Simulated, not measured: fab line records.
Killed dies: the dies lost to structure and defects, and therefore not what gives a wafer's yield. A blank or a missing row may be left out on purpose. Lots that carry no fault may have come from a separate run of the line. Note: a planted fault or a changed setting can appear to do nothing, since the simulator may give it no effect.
Comparing a struck lot with a sound one    flow nand_harc    16 steps out of a route of 1302
Sound: these wafers, L308.2, L308.3, L308.6. Wafers L312.4, L312.5, L312.6 were the ones struck. The cause is given at the end.
Each step with rows lists, per side, the tool, then ch with its chambers, then its first start. Under that, the readings that differ: sound wafers    struck wafers    difference of the means    sigmas: that difference in standard deviations of wafers without a fault.
alike: readings with means less than 2 such deviations apart, plus words and numbers identical on both sides. not compared: withheld readings, readings lacking a value on some wafer, bounds such as >300 that could conceal the same value, and numbers that have no deviation in the record and whose values overlap.
A row with sigmas, a row that says differs or no value, or rows on one side alone: a step with any of these is where the two part. Non-overlapping numbers with no deviation appear without sigmas and do not part them. A reading missing from all wafers of one side parts the sides only when that side holds two or more wafers.

NHARC_A_ONON_D2_THK_MEAS_11: measures by ellipsometry.
  sound on film_metro-02 at day 18 04:44; struck on film_metro-01 at day 19 06:16
  alike: thk_nm
next comes 1 step that has no rows for these wafers: NHARC_A_ONON_D2_DEP_12 (target thickness 1000 nm).
NHARC_A_ONON_D2_THK_MEAS_14: measures by ellipsometry.
  sound on film_metro-01 at day 18 05:19; struck on film_metro-01 at day 19 06:50
  alike: thk_nm
then, 2 steps without rows for these wafers: NHARC_A_ONON_D2_ANNEAL_15 (time 3600 s); NHARC_A_ONON_D2_DEP_16 (target thk 1000 nm).
NHARC_A_ONON_D2_THK_MEAS_18: measures by ellipsometry.
  sound on film_metro-01 at day 18 12:41; struck on film_metro-02 at day 19 14:51
  alike: thk_nm
next comes 1 step that has no rows for these wafers: NHARC_A_ONON_D2_DEP_19 (target thickness 1000 nm).
NHARC_A_ONON_D2_THK_MEAS_21: measures by ellipsometry.
  sound on film_metro-01 at day 18 13:15; struck on film_metro-02 at day 19 15:25
  alike: thk_nm
next comes 1 step that has no rows for these wafers: NHARC_A_ONON_D2_DEP_22 (target thickness 1000 nm).
NHARC_A_ONON_D2_THK_MEAS_24: measures by ellipsometry.
  sound on film_metro-02 at day 18 13:49; struck on film_metro-01 at day 19 16:16
  alike: thk_nm
next comes 1 step that has no rows for these wafers: NHARC_A_ONON_D2_DEP_25 (target thickness 1000 nm).
NHARC_A_ONON_D2_THK_MEAS_27: measures by ellipsometry.
  sound on film_metro-01 at day 18 14:23; struck on film_metro-02 at day 19 16:50
  alike: thk_nm
NHARC_A_ONON_D2_DEP_28: target thk 1000 nm.
  sound on pecvd_onon-01 ch 0, day 18 14:30; struck on pecvd_onon-01 ch 0, day 19 17:04
NHARC_A_ONON_D2_THK_MEAS_30: measures by ellipsometry.
  sound on film_metro-01 at day 18 14:57; struck on film_metro-01 at day 19 17:35
reading      sound           struck          difference  sigmas
thk_nm (nm)  1011 1010 1011  1200 1200 1200  +189        +17
  not compared: hold
NHARC_A_ONON_D2_DEP_33: deposits SiO2, target thk 200 nm.
  sound on pecvd-04 ch 0,1, day 18 15:01; struck on pecvd-04 ch 0,1,2, day 20 07:08
reading  sound  struck                                                                      difference                    sigmas
hold     - - -  await_dispo/4.2h/release await_dispo/4.2h/release await_dispo/4.2h/release  no value on the sound wafers  
  alike: heater_power_w, throttle_valve_pct
-- record jumps: 10 days between struck wafers' starts before vs after; left off in module A_ONON_D2, resumes in module END, first step shown is number 1302 of the route --
NHARC_END_SORT_01:
  sound on prober-02 ch 0, day 29 15:40; struck on prober-02 ch 0, day 30 14:06
reading          sound     struck                                                                difference                    sigmas
hold             - - -     await_dispo/4.2h/scrap await_dispo/4.2h/scrap await_dispo/4.2h/scrap  no value on the sound wafers  
killed_at_array  57 55 46  669 670 670                                                           +617                          +36
killed_dies      63 60 56  677 677 677                                                           +617                          +34
  alike: killed_at_other, killed_at_periphery, killed_open, killed_short

## WHERE THEY PART
First at NHARC_A_ONON_D2_THK_MEAS_30; last, within this record, at NHARC_END_SORT_01.

WHY: what the simulator had put in
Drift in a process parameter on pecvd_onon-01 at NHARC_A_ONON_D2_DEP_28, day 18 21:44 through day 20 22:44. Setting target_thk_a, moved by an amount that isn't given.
